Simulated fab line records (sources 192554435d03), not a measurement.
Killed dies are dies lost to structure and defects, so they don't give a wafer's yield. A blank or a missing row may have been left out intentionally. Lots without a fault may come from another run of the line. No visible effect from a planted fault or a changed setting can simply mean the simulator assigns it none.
A lot that was struck, set against a sound lot -- flow n5_finfet -- 16 out of 1938 route steps
Sound: the wafers L607.4, L607.5, L607.6. Wafers struck: L611.1, L611.3, L611.4. Last of all comes the cause.
For every step that has rows: the tool of each side, followed by ch and its chambers, followed by its first start. Under that, the readings that differ: sound wafers -- struck wafers -- difference of the means -- sigmas: that difference in standard deviations of wafers without a fault.
alike: words and numbers the same on both sides, and readings whose means are apart by under 2 such deviations; not compared: readings that were withheld, readings missing a value for some wafer, numbers with overlapping values and no deviation given by the record, and bounds like >300 which may hide the same value.
A row with sigmas, a row that says differs or no value, or rows on one side alone: a step with any of these is where the two part. Numbers that don't overlap but have no deviation are shown without sigmas and don't part them. A reading that every wafer of one side lacks parts them only if that side has two wafers or more.

N5_HKMG_FIN_ETCH_86: etches SOC in N2/H2, stops on TiN, target depth 393.2 nm.
  sound on rie_diel-04 ch 0,3, day 5 08:49; struck on rie_diel-01 ch 0,1,2, day 6 07:38
  alike: drypump_motor_current_A, oes_product_au, rf_vpp_V, showerhead_plenum_p_Torr, throttle_valve_pct
  not compared: rf_hours_counter_h
N5_HKMG_FIN_STRIP_89: strips SOC in N2/H2, time 20 s.
  sound on rie_diel-04 ch 0,3, day 5 08:52; struck on rie_diel-01 ch 0,1,2, day 6 07:41
  alike: drypump_motor_current_A, oes_product_au, rf_vpp_V, showerhead_plenum_p_Torr, throttle_valve_pct
  not compared: rf_hours_counter_h
then, 1 step without rows for these wafers: N5_HKMG_FIN_WET_ETCH_87 (etches TiN in SC1, time 154.2 s, target depth 4.7 nm, rinse time 30 s).
N5_HKMG_FIN_STRIP_88: strips in N2/H2, time 360 s.
  sound on plasma_asher-02 ch 0,1, day 5 09:11; struck on plasma_asher-01 ch 0,1, day 6 07:53
  alike: drypump_motor_current_A, heater_power_w
  not compared: rf_hours_counter_h
then, 3 steps without rows for these wafers: N5_HKMG_FIN_NWFM_ALD_20 (deposits TiAlC, target thk 2 nm, pulse time 3 s, purge time 2 s); N5_HKMG_FIN_ALD_71 (deposits TiN, target thk 1 nm, pulse time 1 s, purge time 3 s); N5_HKMG_FIN_COAT_66 (time 60 s, resist thk 300 nm).
N5_HKMG_FIN_ETCH_67: etches SOC in N2/H2, stops on TiN, target depth 388.9 nm.
  sound on rie_diel-06 ch 2,3, day 5 09:53; struck on rie_diel-06 ch 1,2,3, day 6 08:43
  alike: drypump_motor_current_A, oes_product_au, rf_vpp_V, showerhead_plenum_p_Torr, throttle_valve_pct
  not compared: rf_hours_counter_h
then, 3 steps without rows for these wafers: N5_HKMG_FIN_STRIP_90 (strips SOC in N2/H2, time 20 s); N5_HKMG_FIN_WET_ETCH_73 (etches the open film in SC1, time 42.3 s, target depth 1.3 nm, rinse time 30 s); N5_HKMG_FIN_ETCHBACK_68 (etches the open film in Cl2/Ar, stops on HfO2, target depth 0.5 nm).
N5_HKMG_FIN_STRIP_69: strips in N2/H2, time 360 s.
  sound on plasma_asher-01 ch 0,1, day 5 10:23; struck on plasma_asher-01 ch 0,1, day 6 09:04
  alike: drypump_motor_current_A, heater_power_w
  not compared: rf_hours_counter_h
N5_HKMG_FIN_ALD_21: deposits TiN, target thk 1.5 nm, pulse time 1 s, purge time 3 s.
  sound on ald_metal-01 ch 0,2,3, day 5 10:38; struck on ald_metal-04 ch 0,1,2, day 6 09:27
  no value came back on the struck wafers for ald_cycles, chamber_pressure_Torr (Torr), heater_power_w (W), precursor_pulse_height_rel; on the sound wafers ald_cycles reads 68 68 68
then, 1 step without rows for these wafers: N5_HKMG_FIN_ALD_72 (deposits W, target thk 2 nm, pulse time 1 s, purge time 2 s).
N5_BEOL_M4_RC_MEAS_101:
  the record has rows for the sound wafers here (prober-02 ch 0, day 8 19:28) and none for the struck ones
-- record jumps: 8 days separate the struck wafers' starts on either side; left off in module BEOL_M4, taken up again in module PASSIVATION, whose first shown step is the route's number 1936 --
N5_PASSIVATION_PROBE_49:
  only the struck wafers here have rows in the record (prober-01, day 14 02:20); the sound ones have none

WHERE THEY PART
At N5_HKMG_FIN_ALD_21 first; at N5_PASSIVATION_PROBE_49 last (within this record only).

WHY: what had been put in by the simulator
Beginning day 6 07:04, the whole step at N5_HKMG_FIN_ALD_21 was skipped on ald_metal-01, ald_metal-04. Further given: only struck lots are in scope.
